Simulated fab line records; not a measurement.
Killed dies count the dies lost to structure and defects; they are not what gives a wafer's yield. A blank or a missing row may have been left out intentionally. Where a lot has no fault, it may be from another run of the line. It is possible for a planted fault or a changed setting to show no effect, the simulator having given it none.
Comparing a struck lot with a sound one -- flow n5_finfet -- 15 out of 1938 route steps
Sound: wafers L395.2, L395.3, L395.4. Wafers struck: L406.1, L406.3, L406.5. The cause comes at the end.
Per side, at each step with rows, come the tool, then ch with its chambers, and then its first start. Under that, the readings that differ: sound wafers -- struck wafers -- difference of the means -- sigmas: that difference in standard deviations of wafers without a fault.
alike: readings whose means differ by less than 2 such deviations, and words and numbers that are the same on both sides. not compared: withheld readings, readings that some wafer has no value for, bounds like >300 that may hide the same value, and numbers for which the record gives no deviation and whose values overlap.
A row with sigmas, a row that says differs or no value, or rows on one side alone: a step with any of these is where the two part. Numbers that don't overlap but have no deviation are shown without sigmas and don't part them. A reading that every wafer of one side lacks parts them only if that side has two wafers or more.

first, 1 step without rows for these wafers: N5_MOL_CONTACT_COAG_DESCUM_13 (chemistry O2, time 7 s).
N5_MOL_CONTACT_COAG_ETCH_59: etches underlayer in N2/H2, target depth 13 nm, time 10.4 s.
  sound on rie_diel-06 ch 0,1,3, day 5 01:08; struck on rie_diel-05 ch 0,2,3, day 7 17:56
  alike: drypump_motor_current_A, etch_rf_on_time_s, oes_product_au, rf_vpp_V, showerhead_plenum_p_Torr, throttle_valve_pct
  not compared: rf_hours_counter_h
then, 1 step without rows for these wafers: N5_MOL_CONTACT_COAG_ETCH_105 (etches SiARC in CF4, target depth 15.6 nm, time 26 s).
N5_MOL_CONTACT_COAG_ETCH_106: etches SOC in N2/H2, target depth 80 nm, overetch 16 nm, time 120 s.
  sound on rie_diel-06 ch 0,1,3, day 5 01:11; struck on rie_diel-05 ch 0,2,3, day 7 17:59
  alike: drypump_motor_current_A, oes_product_au, rf_vpp_V, showerhead_plenum_p_Torr, throttle_valve_pct
  not compared: rf_hours_counter_h
then, 2 steps without rows for these wafers: N5_MOL_CONTACT_COAG_STRIP_107 (strips in N2/H2); N5_MOL_CONTACT_COAG_STRIP_108 (strips in N2/H2).
N5_MOL_CONTACT_COAG_CONTACT_ETCH_14: etches SiO2 in C4F6/O2, target depth 27.5 nm, overetch 8.5 nm, time 20 s.
  sound on rie_diel-06 ch 0,1,3, day 5 01:17; struck on rie_diel-05 ch 0,2,3, day 7 18:05
  alike: C4F6_flow_sccm, O2_flow_sccm, drypump_motor_current_A, mfc_ar_sccm, oes_o_777_au, oes_product_au, rf_vpp_V, showerhead_plenum_p_Torr, throttle_valve_pct
  not compared: rf_hours_counter_h
then, 2 steps without rows for these wafers: N5_MOL_CONTACT_COAG_STRIP_109 (strips in C4F6/O2); N5_MOL_CONTACT_COAG_ETCH_15 (etches SiNx in CH3F/O2, stops on Si:P, target depth 7 nm).
N5_MOL_CONTACT_COAG_ETCH_110: etches Si in CF4/O2, target depth 2.5 nm, time 8 s.
  sound on rie_diel-06 ch 0,1,3, day 5 01:23; struck on rie_diel-05 ch 0,2,3, day 7 18:11
  alike: O2_flow_sccm, drypump_motor_current_A, mfc_ar_sccm, oes_o_777_au, oes_product_au, rf_vpp_V, showerhead_plenum_p_Torr, throttle_valve_pct
  not compared: rf_hours_counter_h
N5_MOL_CONTACT_COAG_STRIP_98: strips in N2/H2.
  sound on rie_diel-06 ch 0,1,3, day 5 01:26; struck on rie_diel-05 ch 0,2,3, day 7 18:14
  alike: drypump_motor_current_A, oes_product_au, rf_vpp_V, showerhead_plenum_p_Torr, throttle_valve_pct
  not compared: rf_hours_counter_h
N5_MOL_CONTACT_COAG_CD_MEAS_99 targets a cd of 17.2 nm.
  struck on cd_sem-01, day 7 18:18; sound on cd_sem-02, day 5 01:30
  alike: cd_nm
N5_MOL_CONTACT_COAG_IMPLANT_129:
  sound on implanter-01 ch 0, day 5 01:34; struck on implanter-02 ch 0, day 7 18:20
reading,sound,struck,difference,sigmas
beam_energy_keV,3.0000 2.9995 3.0009,10.048 10.050 10.050,+7.049,+99 or more
end_station_pressure_torr (Torr),5.8e-06 5.8e-06 5.8e-06,1.16e-05 1.13e-05 1.14e-05,+5.63e-06,+18
model.implant.rp_nm (nm),6.155 6.155 6.155,13.21 13.21 13.21,+7.06,
model.implant.drp_nm (nm),2.134 2.134 2.134,4.604 4.604 4.604,+2.470,
  alike: rotation_deg
then, 1 step without rows for these wafers: N5_MOL_CONTACT_COAG_PRECLEAN_111 (cleans in NF3:NH3, afs cycles 1, time 20 s, sublimation time 60 s).
-- a jump in the record: the struck wafers' starts before and after are 10 days apart (it breaks off in module MOL_CONTACT_COAG and resumes in module PASSIVATION, where the first step shown is number 1936 of the route) --
N5_PASSIVATION_PROBE_49:
  struck on prober-02, day 17 09:55; sound on prober-01, day 14 00:50
  alike: killed_at_M0_to_M3, killed_at_M4_up, killed_at_contacts, killed_at_front_end, killed_at_other, killed_dies, killed_open, killed_short

== WHERE THEY PART ==
Only at N5_MOL_CONTACT_COAG_IMPLANT_129, within this record. Later steps at which nothing parts them and some readings are alike: N5_PASSIVATION_PROBE_49.

WHY: what the simulator had put in
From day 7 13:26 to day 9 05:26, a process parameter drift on implanter-02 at N5_MOL_CONTACT_COAG_IMPLANT_129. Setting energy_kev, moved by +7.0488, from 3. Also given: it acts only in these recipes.
